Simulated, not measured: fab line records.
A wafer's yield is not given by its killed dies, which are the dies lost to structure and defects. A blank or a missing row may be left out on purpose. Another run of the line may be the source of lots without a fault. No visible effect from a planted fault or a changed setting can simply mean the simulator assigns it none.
A single fault, viewed from 3 desks :: flow n5-finfet :: what lay behind the numbers comes last; until then each desk has only its own

== THE DEFECT DESK ==
Lot by lot, what the route's inspections counted, given as the mean of those sampled wafers with a number. If a lot's mean is further than 4 standard deviations from the usual mean, the lot is out of limits and carries the mark OUT (the distance appears in the brackets).
Columns: A = raw-defect-count at N5_BEOL_M15_INSPECT_30, usual 2.3
lot: L827
first seen here: day 12 08:55
A: 1.3

lot: L829
first seen here: day 12 12:45
A: 3.0

lot: L831
first seen here: day 12 14:40
A: 3.0

lot: L830
first seen here: day 12 15:09
A: 2.7

lot: L832
first seen here: day 12 16:19
A: 2.3

lot: L833
first seen here: day 13 08:47
A: 1.7

lot: L836
first seen here: day 14 03:59
A: 2.3

lot: L839
first seen here: day 15 05:52
A: 1.7

lot: L842
first seen here: day 15 09:20
A: 2.7

lot: L846
first seen here: day 16 21:11
A: 1.3

lot: L849
first seen here: day 17 00:16
A: 3.0
This desk's verdict: no lot among the 11 shows anything out of limits.

== AT THE METROLOGY DESK ==
What the gauges read, lot by lot, whatever tool the lot ran on: means of the sampled wafers that have a number. If a lot's mean is further than 4 standard deviations from the usual mean, the lot is out of limits and carries the mark OUT (the distance appears in the brackets).
Columns: A = cd-nm at N5_BEOL_M15_CD_MEAS_17, usual 360.2 nm; B = cd-nm at N5_BEOL_M15_CD_MEAS_28, usual 407.5 nm
lot: L827
first seen here: day 12 07:40
A: 361.6
B: 406.0

lot: L829
first seen here: day 12 11:34
A: 359.1
B: 408.8

lot: L831
first seen here: day 12 13:34
A: 360.6
B: 403.9

lot: L830
first seen here: day 12 14:04
A: 358.9
B: 409.9

lot: L832
first seen here: day 12 15:15
A: 361.8
B: 407.2

lot: L833
first seen here: day 13 07:44
A: 361.1
B: 408.5

lot: L836
first seen here: day 14 03:04
A: 358.5
B: 407.8

lot: L839
first seen here: day 15 04:49
A: 360.0
B: 414.3

lot: L842
first seen here: day 15 08:05
A: 360.6
B: 412.0

lot: L846
first seen here: day 16 20:05
A: 362.7
B: 408.5

lot: L849
first seen here: day 16 23:05
A: 361.2
B: 407.6
This desk's verdict: no lot among the 11 shows anything out of limits.

== DESK OF THE TOOL OWNER: litho-track-02 ==
The tool's own readings at N5_BEOL_M15_PEB_26 (peb time 90 s): means of the sampled wafers that have a number, for each lot that ran on this tool. If a lot's mean is further than 4 standard deviations from the usual mean, the lot is out of limits and carries the mark OUT (the distance appears in the brackets).
Columns: A = exhaust-pa at N5_BEOL_M15_PEB_26, usual 45.0 Pa
lot: L830
first seen here: day 12 14:59
A: 42.8

lot: L833
first seen here: day 13 08:37
A: 45.4

lot: L836
first seen here: day 14 03:49
A: 45.9

lot: L839
first seen here: day 15 05:42
A: 44.3

lot: L842
first seen here: day 15 09:10
A: 45.5
This desk's verdict: no lot among the 5 shows anything out of limits.

== ALL TOGETHER ==
Nothing out of limits was seen by the defect desk.
Metrology desk: nothing out of limits seen.
The desk of the tool owner found nothing out of limits.

== WHAT WAS PUT IN BY THE SIMULATOR ==
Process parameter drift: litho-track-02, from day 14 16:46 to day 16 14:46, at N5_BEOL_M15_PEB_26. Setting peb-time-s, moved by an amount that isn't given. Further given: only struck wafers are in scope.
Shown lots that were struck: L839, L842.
